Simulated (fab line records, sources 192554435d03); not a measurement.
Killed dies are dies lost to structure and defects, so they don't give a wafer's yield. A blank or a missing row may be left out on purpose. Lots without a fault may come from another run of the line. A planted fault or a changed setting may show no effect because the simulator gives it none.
fab line records | flow n5_finfet
record lots=11 wafers=32 last_day=19
route steps=1938 shown GATE_CUT@466 PAD_METAL@1894 PASSIVATION@1909
lots that met no fault: from a run of the same line without faults
start_h: hours from the record's first day to the start of the lot's first wafer shown | wait_h: hours since the lot's step before | " the same as in the row above | L1.1+2: a row that stands for several wafers | - no value, or no start given | * or withheld: withheld | < > ~ a bound
route shown NAME@n: a module of which the file shows steps, and the number in the route of the first | usual: mean/standard deviation of fault-free wafers | same: alike in all rows | chamber/n: place in a boat | sites: the reading at each site | _std_site: their standard deviation | _edge_site: outer sites' mean less inner sites' | radius_mm: how far each site lies from the wafer's centre | mask NAME#n: copy n | behind: the tool/chamber that last shaped the wafer | hold: why the lot was held/for how many hours/how that ended | device: the transistor (n, p or np) that didn't switch | end of line: the same wafers' tests at the end of the route | a step without rows: its recipe alone | killed: dies lost to structure and defects at the first sort, not the wafer's yield | map: a wafer's dies, x killed, . not, _ none there
set.NAME: the setting as run; set.NAME@STEP: as run at that earlier step | model.NAME: the simulator's own value behind a step, which no gauge read
steps of the route over a sample of lots; a table a step, a row a wafer
services: from which hour (start_h, from the record's first day; less than 0 if before it) a tool's chamber was out of use, for how many hours, and why
## steps
# step N5_GATE_CUT_ETCH_56
# recipe chemistry=Cl2/Ar target=TiN target_depth_a=216 pressure_mtorr=10 icp_w=600 bias_w=60 Cl2_flow_sccm=40 Ar_flow_sccm=60
# usual drypump_motor_current_A=5.4/0.36 mfc_cl2_sccm=40.00/0.12 oes_product_au=0.77/0.1 rf_fwd_power_W=596.4/1.7 throttle_valve_pct=21.01/0.26
# columns lot.wafer tool chamber start_h wait_h drypump_motor_current_A mfc_cl2_sccm oes_product_au rf_fwd_power_W rf_hours_counter_h throttle_valve_pct
L843.2 rie_metal-03 1 92.42 0.1 5.7 40.01 0.87 597.9 13 20.99
L843.5 " 0 " " 5.1 39.86 0.70 600.3 - 20.95
L843.6 " 1 " " 5.7 39.98 0.87 597.0 - 20.99
L845.1 rie_metal-02 1 102.35 0.1 5.2 40.14 0.64 595.9 109 21.11
L845.3 " 0 " " 5.2 40.11 0.99 596.3 - 20.57
L845.6 " 1 " " 5.2 40.14 0.64 594.8 - 21.10
L846.3 rie_metal-03 1 111.46 0.1 5.7 39.93 0.87 594.8 - 21.00
L846.4 " 0 " " 5.1 39.99 0.71 596.8 - 20.95
L846.6 " 1 " " 5.7 39.91 0.87 594.7 - 21.00
L849.1 rie_metal-03 1 130.34 0.1 5.7 39.85 0.86 595.6 16 20.98
L849.2 " 0 " " 5.1 40.06 0.71 596.7 74 20.94
L849.5 " 1 " " 5.7 39.82 0.86 595.5 - 21.00
L851.2 rie_metal-03 0 143.43 0.1 5.1 40.12 0.69 596.8 75 20.96
L851.4 " 0 " " 5.1 40.15 0.70 596.6 - 20.94
L851.6 " 1 " " 5.7 39.97 0.86 598.3 - 21.00
L852.3 rie_metal-01 1 147.31 0.1 6.0 39.99 0.70 596.4 - 21.43
L852.4 " 0 " " 5.1 40.09 0.81 597.4 - 20.88
L852.5 " 1 " " 6.0 39.93 0.70 596.4 - 21.40
L856.1 rie_metal-03 0 185.91 0.1 5.1 40.00 0.69 598.3 78 20.98
L856.2 " 1 " " 5.7 39.99 0.84 595.9 20 21.01
L856.3 " 1 " " 5.7 39.89 0.83 594.9 - 21.02
L860.1 rie_metal-03 0 213.04 0.1 5.1 40.19 0.68 592.9 81 20.96
L860.5 " 1 " " 5.7 40.22 0.84 596.8 - 21.03
L860.6 " 0 " " 5.1 40.11 0.69 595.9 - 20.98
L861.2 rie_metal-01 1 219.06 0.1 6.0 40.16 0.68 595.9 89 21.43
L861.3 " 0 " " 5.1 39.81 0.78 597.0 - 20.91
L861.6 " 1 " " 6.0 40.13 0.68 597.3 - 21.42
L859.4 rie_metal-03 0 221.97 0.1 5.1 39.91 0.69 596.6 - 20.97
L859.5 " 0 " " 5.1 40.13 0.69 593.9 - 20.97
L859.6 " 1 " " 5.7 40.04 0.83 594.6 - 21.02
L863.1 rie_metal-02 1 224.15 0.1 5.2 40.06 0.64 593.0 119 21.10
L863.3 " 1 " " 5.2 39.95 0.63 593.3 - 21.13
# step N5_PASSIVATION_PRE_CLEAN_19
# recipe gas=H2/He time_s=* temp_c=*
# usual heater_power_w=462/42
# same time_s=*
# columns lot.wafer tool chamber start_h wait_h heater_power_w
L843.2 pvd_sputter-02 - 312.78 0.0 511
L843.5 " - " " 473
L843.6 " - " " 454
L846.3 pvd_sputter-03 - 312.90 0.0 407
L846.4 " - " " 533
L846.6 " - " " 480
L845.1 pvd_sputter-02 - 313.42 0.0 446
L845.3 " - " " 496
L845.6 " - " " 443
L849.1 pvd_sputter-03 - 319.68 0.0 411
L849.2 " - " " 525
L849.5 " - " " 465
L851.2 pvd_sputter-02 - 334.20 0.0 462
L851.4 " - " " 448
L851.6 " - " " 445
L852.3 pvd_sputter-03 - 338.01 0.0 420
L852.4 " - " " 404
L852.5 " - " " 465
L856.1 pvd_sputter-01 - 363.94 0.0 492
L856.2 " - " " 498
L856.3 " - " " 533
L861.2 pvd_sputter-03 - 407.68 0.0 415
L861.3 " - " " 426
L861.6 " - " " 410
L860.1 pvd_sputter-01 - 416.78 0.0 525
L860.5 " - " " 490
L860.6 " - " " 499
L859.4 pvd_sputter-03 - 417.21 0.0 418
L859.5 " - " " 468
L859.6 " - " " 427
L863.1 pvd_sputter-02 - 440.27 0.0 453
L863.3 " - " " 446
# step N5_PASSIVATION_SPUTTER_20
# recipe material=TaN target_thk_a=500 temp_c=25 chamber_pressure_pa=0.4
# usual throttle_valve_pct=30.3/1.2
# columns lot.wafer tool chamber start_h wait_h throttle_valve_pct
L843.2 pvd_sputter-02 - 312.82 0.0 29.3
L843.5 " - " " 29.3
L843.6 " - " " 28.9
L846.3 pvd_sputter-03 - 312.94 0.0 29.4
L846.4 " - " " 32.4
L846.6 " - " " 30.5
L845.1 pvd_sputter-02 - 313.46 0.0 28.5
L845.3 " - " " 29.5
L845.6 " - " " 29.0
L849.1 pvd_sputter-03 - 319.72 0.0 31.2
L849.2 " - " " 32.8
L849.5 " - " " 30.3
L851.2 pvd_sputter-02 - 334.24 0.0 29.1
L851.4 " - " " 28.7
L851.6 " - " " 29.4
L852.3 pvd_sputter-03 - 338.05 0.0 31.2
L852.4 " - " " 29.7
L852.5 " - " " 30.6
L856.1 pvd_sputter-01 - 363.98 0.0 30.2
L856.2 " - " " 31.1
L856.3 " - " " 31.1
L861.2 pvd_sputter-03 - 407.72 0.0 29.6
L861.3 " - " " 31.0
L861.6 " - " " 29.3
L860.1 pvd_sputter-01 - 416.82 0.0 31.4
L860.5 " - " " 30.1
L860.6 " - " " 31.1
L859.4 pvd_sputter-03 - 417.25 0.0 29.4
L859.5 " - " " 30.7
L859.6 " - " " 31.2
L863.1 pvd_sputter-02 - 440.31 0.0 29.3
L863.3 " - " " 28.9
# step N5_PASSIVATION_AL_ETCH_33
# recipe chemistry=Cl2/BCl3 target_depth_a=28000 over_etch_frac=0.15 Cl2_flow_sccm=180 bcl3_flow_sccm=60 target=Al stop_on=TaN time_s=466.7 ion_energy_ev=100 pressure_mtorr=10 icp_w=900 bias_w=100
# usual drypump_motor_current_A=5.4/0.33 mfc_cl2_sccm=180.0/0.52 oes_product_au=0.73/0.083 rf_fwd_power_W=898.4/2.8 throttle_valve_pct=34.3/0.36
# same time_s=466.7
# columns lot.wafer tool chamber start_h wait_h drypump_motor_current_A mfc_cl2_sccm oes_product_au rf_fwd_power_W rf_hours_counter_h throttle_valve_pct
L843.2 rie_metal-03 1 313.69 0.1 5.7 180.3 0.74 899.4 31 34.6
L843.5 " 0 " " 5.1 180.3 0.62 899.5 - 34.2
L843.6 " 1 " " 5.7 180.0 0.73 895.0 - 34.6
L846.3 rie_metal-02 1 314.12 0.3 5.2 180.2 0.85 897.1 - 33.9
L846.4 " 1 " " 5.2 180.1 0.85 896.5 - 33.9
L846.6 " 1 " " 5.2 180.3 0.83 895.1 - 33.9
L845.1 rie_metal-03 1 314.33 0.1 5.7 179.7 0.74 895.6 32 34.6
L845.3 " 0 " " 5.1 180.6 0.63 898.5 - 34.2
L845.6 " 1 " " 5.7 179.9 0.73 894.8 - 34.6
L849.1 rie_metal-02 1 320.95 0.1 5.2 180.1 0.85 896.1 4 33.9
L849.2 " 0 " " 5.2 179.3 0.77 894.0 21 34.1
L849.5 " 1 " " 5.2 180.3 0.83 898.2 - 33.9
L851.2 rie_metal-02 1 334.98 0.1 5.2 180.2 0.83 896.2 6 33.9
L851.4 " 1 " " 5.2 179.5 0.83 896.2 - 33.9
L851.6 " 0 " " 5.2 180.2 0.75 897.9 - 34.1
L852.3 rie_metal-02 1 339.06 0.2 5.2 180.5 0.82 898.3 - 33.9
L852.4 " 0 " " 5.2 180.8 0.75 895.9 - 34.1
L852.5 " 0 " " 5.2 181.1 0.75 902.0 - 34.1
L856.1 rie_metal-03 0 364.85 0.1 5.1 179.6 0.61 896.9 94 34.2
L856.2 " 1 " " 5.7 179.0 0.72 893.3 36 34.6
L856.3 " 1 " " 5.7 179.3 0.72 892.9 - 34.6
L861.2 rie_metal-03 1 408.60 0.1 5.7 178.9 0.70 900.7 39 34.6
L861.3 " 0 " " 5.1 179.4 0.60 893.1 - 34.3
L861.6 " 0 " " 5.1 179.4 0.59 894.8 - 34.3
L860.1 rie_metal-01 0 417.70 0.1 5.1 179.9 0.68 894.2 54 34.4
L860.5 " 1 " " 6.0 179.3 0.86 896.4 - 34.9
L860.6 " 0 " " 5.1 179.4 0.68 894.6 - 34.4
L859.4 rie_metal-03 0 418.19 0.2 5.1 180.0 0.60 899.7 - 34.2
L859.5 " 0 " " 5.1 179.2 0.60 897.5 - 34.3
L859.6 " 1 " " 5.7 180.1 0.71 898.5 - 34.6
L863.1 rie_metal-03 1 441.94 0.1 5.7 180.8 0.71 905.2 43 34.6
L863.3 " 1 " " 5.7 180.2 0.71 904.6 - 34.6
# step N5_PASSIVATION_PROBE_49
# usual defect_limited_yield=91.0/1.6 killed_at_M0_to_M3=35/11 killed_at_M4_up=14/5.3 killed_at_contacts=13/6.7 killed_at_front_end=41/12 killed_at_other=3.9/2.7 killed_dies=106/19 killed_open=70/14 killed_short=35/8.8 sort_bin_5_function=5.3/1 sort_bin_6_memory=3.3/0.81 sort_n_pass=1073/19 sort_yield_pct=91.0/1.6
# same gross_dies=1180 killed_at_back_side=0 sort_bin_4_leakage[%]=0 sort_bin_8_speed[%]=0
# columns lot.wafer tool chamber start_h wait_h defect_limited_yield[%] killed_at_M0_to_M3 killed_at_M4_up killed_at_contacts killed_at_front_end killed_at_other killed_dies killed_open killed_short sort_bin_5_function[%] sort_bin_6_memory[%] sort_n_pass sort_yield_pct[%]
L843.2 prober-02 - 318.55 0.1 91.1 25 9 17 46 8 105 74 29 5.9 2.6 1075 91.1
L843.5 prober-02 - 318.70 0.2 91.4 46 6 18 28 3 101 65 34 4.8 3.2 1079 91.4
L843.6 prober-02 - 318.75 0.3 90.3 44 7 13 45 5 114 72 38 6.9 2.5 1066 90.3
L846.3 prober-02 - 319.75 0.1 92.1 47 9 14 22 1 93 65 28 5.3 2.5 1087 92.1
L846.4 prober-02 - 319.80 0.2 90.4 53 6 23 26 5 113 87 22 4.8 4.3 1067 90.4
L846.6 prober-02 - 319.90 0.3 92.1 44 11 5 33 0 93 51 42 4.2 3.3 1087 92.1
L849.1 prober-02 - 325.83 0.0 89.5 25 14 16 66 3 124 66 54 5.3 4.5 1056 89.5
L849.2 prober-02 - 325.88 0.1 89.9 23 12 17 55 12 119 69 49 6.2 3.6 1061 89.9
L849.5 prober-02 - 326.03 0.2 90.3 23 12 17 59 4 115 64 47 5.3 3.6 1065 90.3
L851.2 prober-01 - 340.01 0.1 92.5 26 12 8 38 4 88 56 30 5.0 2.4 1092 92.5
L851.4 prober-01 - 340.11 0.2 93.8 23 7 6 33 4 73 50 23 4.3 1.9 1107 93.8
L851.6 prober-01 - 340.21 0.3 92.1 42 6 13 29 3 93 60 33 4.0 3.4 1087 92.1
L852.3 prober-01 - 343.85 0.1 92.6 34 9 9 30 5 87 58 20 4.6 2.2 1093 92.6
L852.4 prober-01 - 343.90 0.2 91.4 41 17 8 28 8 102 68 33 5.5 2.9 1078 91.4
L852.5 prober-01 - 343.95 0.2 90.4 37 13 15 39 9 113 72 37 6.4 3.0 1067 90.4
L856.1 prober-02 - 369.64 0.0 91.6 37 19 16 25 2 99 66 33 5.1 3.1 1081 91.6
L856.2 prober-02 - 369.69 0.1 93.8 19 22 1 31 0 73 50 18 3.9 1.9 1107 93.8
L856.3 prober-02 - 369.74 0.1 92.6 18 8 16 44 1 87 57 29 4.0 3.4 1093 92.6
L861.2 prober-01 - 413.35 0.1 89.3 27 15 32 44 8 126 91 33 6.6 3.6 1054 89.3
L861.3 prober-01 - 413.40 0.1 93.1 18 13 12 36 3 82 53 29 3.9 2.9 1098 93.1
L861.6 prober-01 - 413.55 0.3 91.5 42 19 5 33 1 100 75 23 5.6 2.5 1080 91.5
L860.1 prober-01 - 422.78 0.0 80.9 51 4 2 165 3 225 75 26 11.9 4.1 955 80.9
L860.5 prober-01 - 422.98 0.2 84.7 38 10 5 125 2 180 73 33 9.0 3.9 1000 84.7
L860.6 prober-01 - 423.03 0.3 81.5 52 11 3 147 5 218 69 27 12.0 3.9 962 81.5
L859.4 prober-02 - 423.56 0.2 81.1 24 10 5 184 0 223 72 24 11.9 3.7 957 81.1
L859.5 prober-02 - 423.61 0.2 78.6 27 13 12 197 3 252 89 41 13.3 5.8 928 78.6
L859.6 prober-02 - 423.66 0.3 85.2 40 9 15 110 1 175 73 30 8.6 3.7 1005 85.2
# killed by level:class
L843.2 MOL_CONTACT_COAG:geometric_particle:open=13 STI_FIN_REVEAL:geometric_particle:open=12 GATE_CUT:geometric_particle:short=8 FIN_SAQP:geometric_particle:open=7 BEOL_M0_SAQP:geometric_particle:open=7 BEOL_M3:geometric_particle:open=6 STI_FIN_REVEAL:geometric_particle:short=5 GATE_CUT:geometric_particle:open=5
L843.5 BEOL_M2:geometric_particle:open=13 MOL_CONTACT_COAG:geometric_particle:open=10 MOL_CONTACT_COAG:geometric_particle:short=8 BEOL_M1:geometric_particle:open=8 STI_FIN_REVEAL:geometric_particle:open=7 BEOL_M0_SAQP:geometric_particle:open=7 FIN_SAQP:geometric_particle:short=5 BEOL_M0_SAQP:geometric_particle:short=5
L843.6 MOL_CONTACT_COAG:geometric_particle:open=13 BEOL_M3:geometric_particle:open=12 GATE_CUT:geometric_particle:open=8 GATE_CUT:geometric_particle:short=8 BEOL_M0_SAQP:geometric_particle:short=7 BEOL_M0_SAQP:geometric_particle:open=6 BEOL_M1:geometric_particle:short=6 STI_FIN_REVEAL:geometric_particle:open=5
L846.3 MOL_CONTACT_COAG:geometric_particle:open=12 BEOL_M0_SAQP:geometric_particle:open=9 BEOL_M1:geometric_particle:short=9 BEOL_M1:geometric_particle:open=7 BEOL_M3:geometric_particle:open=7 BEOL_M0_SAQP:geometric_particle:short=6 SDB:geometric_particle:open=4 BEOL_M0:geometric_particle:open=4
L846.4 MOL_CONTACT_COAG:geometric_particle:open=23 BEOL_M3:geometric_particle:open=16 BEOL_M0_SAQP:geometric_particle:open=10 BEOL_M0_SAQP:geometric_particle:short=8 BEOL_M1:geometric_particle:open=7 FIN_SAQP:geometric_particle:open=6 BEOL_M3:geometric_particle:short=6 BEOL_M0:geometric_particle:open=4
L846.6 BEOL_M0_SAQP:geometric_particle:short=10 FIN_SAQP:geometric_particle:open=8 BEOL_M0_SAQP:geometric_particle:open=7 FIN_SAQP:geometric_particle:short=6 BEOL_M3:geometric_particle:open=6 DUMMY_GATE:geometric_particle:open=5 BEOL_M1:geometric_particle:open=5 BEOL_M3:geometric_particle:short=4
L849.1 STI_FIN_REVEAL:geometric_particle:open=15 MOL_CONTACT_COAG:geometric_particle:open=12 FIN_SAQP:geometric_particle:short=11 GATE_CUT:geometric_particle:short=11 FIN_SAQP:geometric_particle:open=10 BEOL_M0_SAQP:geometric_particle:short=8 BEOL_M0_SAQP:geometric_particle:open=6 GATE_CUT:geometric_particle:open=5
L849.2 MOL_CONTACT_COAG:geometric_particle:open=13 FIN_SAQP:geometric_particle:short=10 FIN_SAQP:geometric_particle:open=9 STI_FIN_REVEAL:geometric_particle:open=9 GATE_CUT:geometric_particle:short=9 BEOL_M0_SAQP:geometric_particle:open=7 BEOL_M0_SAQP:geometric_particle:short=6 STARTING-WAFER:geometric_particle:short=5
L849.5 MOL_CONTACT_COAG:geometric_particle:open=14 FIN_SAQP:geometric_particle:open=10 GATE_CUT:geometric_particle:short=9 FIN_SAQP:geometric_particle:short=8 DUMMY_GATE:geometric_particle:open=6 BEOL_M0_SAQP:geometric_particle:short=6 BEOL_M3:geometric_particle:open=6 BEOL_M4:geometric_particle:short=5
L851.2 BEOL_M0_SAQP:geometric_particle:open=14 FIN_SAQP:geometric_particle:open=10 BEOL_M0_SAQP:geometric_particle:short=9 FIN_SAQP:geometric_particle:short=7 STI_FIN_REVEAL:geometric_particle:open=5 MOL_CONTACT_COAG:geometric_particle:open=4 BEOL_M6:geometric_particle:open=4 STARTING-WAFER:geometric_particle:open=4
L851.4 FIN_SAQP:geometric_particle:open=11 BEOL_M2:geometric_particle:open=7 GATE_CUT:geometric_particle:short=6 MOL_CONTACT_COAG:geometric_particle:open=5 BEOL_M0_SAQP:geometric_particle:short=5 BEOL_M0_SAQP:geometric_particle:open=5 BEOL_M1:geometric_particle:open=5 FIN_SAQP:geometric_particle:short=4
L851.6 BEOL_M3:geometric_particle:open=10 MOL_CONTACT_COAG:geometric_particle:open=10 BEOL_M0_SAQP:geometric_particle:open=8 BEOL_M0_SAQP:geometric_particle:short=8 FIN_SAQP:geometric_particle:short=6 BEOL_M1:geometric_particle:open=6 DUMMY_GATE:geometric_particle:open=4 BEOL_M2:geometric_particle:open=4
L852.3 STI_FIN_REVEAL:geometric_particle:open=9 BEOL_M0_SAQP:geometric_particle:open=9 MOL_CONTACT_COAG:geometric_particle:open=7 BEOL_M1:geometric_particle:open=7 BEOL_M2:geometric_particle:open=5 BEOL_M3:geometric_particle:open=5 HKMG_FIN:area_etch=5 BEOL_M0_SAQP:geometric_particle:short=4
L852.4 BEOL_M3:geometric_particle:open=13 BEOL_M4:geometric_particle:open=10 BEOL_M1:geometric_particle:open=8 DUMMY_GATE:geometric_particle:open=6 MOL_CONTACT_COAG:geometric_particle:open=6 BEOL_M2:geometric_particle:open=6 BEOL_M2:geometric_particle:short=5 BEOL_M3:geometric_particle:short=4
L852.5 MOL_CONTACT_COAG:geometric_particle:open=14 FIN_SAQP:geometric_particle:short=12 BEOL_M1:geometric_particle:open=10 BEOL_M2:geometric_particle:open=10 FIN_SAQP:geometric_particle:open=9 BEOL_M4:geometric_particle:open=6 BEOL_M3:geometric_particle:open=5 STARTING-WAFER:geometric_particle:short=5
L856.1 MOL_CONTACT_COAG:geometric_particle:open=14 BEOL_M0_SAQP:geometric_particle:short=11 BEOL_M4:geometric_particle:open=9 BEOL_M0_SAQP:geometric_particle:open=8 STI_FIN_REVEAL:geometric_particle:open=7 BEOL_M1:geometric_particle:open=7 BEOL_M1:geometric_particle:short=5 FIN_SAQP:geometric_particle:short=4
L856.2 BEOL_M4:geometric_particle:open=9 BEOL_M0_SAQP:geometric_particle:open=8 BEOL_M0_SAQP:geometric_particle:short=7 FIN_SAQP:geometric_particle:open=5 STI_FIN_REVEAL:geometric_particle:open=5 BEOL_M5:geometric_particle:open=3 BEOL_M4:geometric_particle:short=3 STARTING-WAFER:geometric_particle:open=3
L856.3 MOL_CONTACT_COAG:geometric_particle:open=13 FIN_SAQP:geometric_particle:open=11 FIN_SAQP:geometric_particle:short=9 BEOL_M1:geometric_particle:open=6 STI_FIN_REVEAL:geometric_particle:open=5 BEOL_M0_SAQP:geometric_particle:short=4 STI_FIN_REVEAL:geometric_particle:short=3 SPACER0:geometric_particle:short=3
L861.2 MOL_CONTACT_COAG:geometric_particle:open=25 BEOL_M1:geometric_particle:open=13 STI_FIN_REVEAL:geometric_particle:open=8 DUMMY_GATE:geometric_particle:open=7 MOL_CONTACT_COAG:geometric_particle:short=7 FIN_SAQP:geometric_particle:open=6 BEOL_M2:geometric_particle:open=5 BEOL_M4:geometric_particle:open=5
L861.3 FIN_SAQP:geometric_particle:open=10 MOL_CONTACT_COAG:geometric_particle:open=9 BEOL_M1:geometric_particle:open=8 FIN_SAQP:geometric_particle:short=6 BEOL_M4:geometric_particle:open=5 BEOL_M3:geometric_particle:open=5 GATE_CUT:geometric_particle:short=4 MOL_CONTACT_COAG:geometric_particle:short=3
L861.6 BEOL_M1:geometric_particle:open=25 FIN_SAQP:geometric_particle:open=7 BEOL_M4:geometric_particle:open=6 DUMMY_GATE:geometric_particle:open=5 MOL_CONTACT_COAG:geometric_particle:open=4 BEOL_M5:geometric_particle:open=4 BEOL_M7:geometric_particle:open=4 STI_FIN_REVEAL:geometric_particle:open=3
L860.1 GATE_CUT:unspecified=123 STI_FIN_REVEAL:geometric_particle:open=16 BEOL_M3:geometric_particle:open=12 BEOL_M0_SAQP:geometric_particle:open=11 BEOL_M1:geometric_particle:open=8 BEOL_M2:geometric_particle:open=7 FIN_SAQP:geometric_particle:open=6 BEOL_M0_SAQP:geometric_particle:short=6
L860.5 GATE_CUT:unspecified=74 STI_FIN_REVEAL:geometric_particle:open=16 BEOL_M0_SAQP:geometric_particle:short=10 BEOL_M0_SAQP:geometric_particle:open=10 BEOL_M2:geometric_particle:open=9 GATE_CUT:geometric_particle:short=7 DUMMY_GATE:geometric_particle:short=5 DUMMY_GATE:geometric_particle:open=5
L860.6 GATE_CUT:unspecified=122 BEOL_M2:geometric_particle:open=17 STI_FIN_REVEAL:geometric_particle:open=9 BEOL_M1:geometric_particle:open=8 BEOL_M0_SAQP:geometric_particle:short=5 BEOL_M1:geometric_particle:short=5 DUMMY_GATE:geometric_particle:open=4 BEOL_M0_SAQP:geometric_particle:open=4
L859.4 GATE_CUT:unspecified=126 STI_FIN_REVEAL:geometric_particle:open=17 BEOL_M2:geometric_particle:open=10 FIN_SAQP:geometric_particle:open=9 GATE_CUT:geometric_particle:short=8 GATE_CUT:geometric_particle:open=6 MOL_CONTACT_COAG:geometric_particle:open=5 BEOL_M4:geometric_particle:open=5
L859.5 GATE_CUT:unspecified=119 STI_FIN_REVEAL:geometric_particle:open=24 FIN_SAQP:geometric_particle:open=15 FIN_SAQP:geometric_particle:short=12 MOL_CONTACT_COAG:geometric_particle:open=12 STI_FIN_REVEAL:geometric_particle:short=8 BEOL_M0_SAQP:geometric_particle:open=6 BEOL_M2:geometric_particle:open=6
L859.6 GATE_CUT:unspecified=71 FIN_SAQP:geometric_particle:open=14 MOL_CONTACT_COAG:geometric_particle:open=12 BEOL_M0_SAQP:geometric_particle:short=11 BEOL_M0_SAQP:geometric_particle:open=10 FIN_SAQP:geometric_particle:short=8 STI_FIN_REVEAL:geometric_particle:open=8 BEOL_M2:geometric_particle:open=5
## services
# columns tool chamber start_h hours kind
rie_metal-03 0 81.65 3.5 repair
rie_metal-02 - 125.79 14.6 pm
pvd_sputter-02 - 189.66 6.6 repair
rie_metal-02 1 263.17 - clean
pvd_sputter-03 - 294.50 0.8 repair
rie_metal-01 0 295.29 6.3 repair
rie_metal-02 - 308.24 2.8 pm
rie_metal-02 0 311.09 7.3 repair
rie_metal-01 - 326.54 1.4 pm
rie_metal-02 - 334.54 0.1 repair
rie_metal-01 - 340.17 2.8 pm
rie_metal-01 1 362.78 - clean
rie_metal-01 1 362.78 31.1 scheduled_down
rie_metal-01 1 362.78 31.1 vent_cycle
pvd_sputter-03 - 376.74 2.5 repair
pvd_sputter-01 - 396.40 1.4 repair
pvd_sputter-02 - 410.52 0.9 repair
pvd_sputter-02 - 415.84 1.9 repair
rie_metal-03 0 421.30 - clean
pvd_sputter-01 - 421.49 1.7 repair
pvd_sputter-03 - 432.98 1.1 repair
## key
first_sign step=N5_PASSIVATION_PROBE_49 reading=killed_at_front_end direction=up sigmas=9.2 usual=41 struck=155
effect step=N5_PASSIVATION_PROBE_49 reading=defect_limited_yield direction=down sigmas=5.4 usual=91.0 struck=82.0
more_kills_born_at N5_GATE_CUT_ETCH_56@rie_metal-03=635
met_at N5_GATE_CUT_ETCH_56
struck_lots L859,L860
not_acting_at N5_PASSIVATION_PRE_CLEAN_19,N5_PASSIVATION_SPUTTER_20,N5_PASSIVATION_AL_ETCH_33
onset_between 185.91 213.04
fault kind=chamber_particle_source tool=rie_metal-03 chamber=- onset_h=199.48 steps=N5_GATE_CUT_ETCH_56 rate_per_visit_cm2=0.99377 end_h=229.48
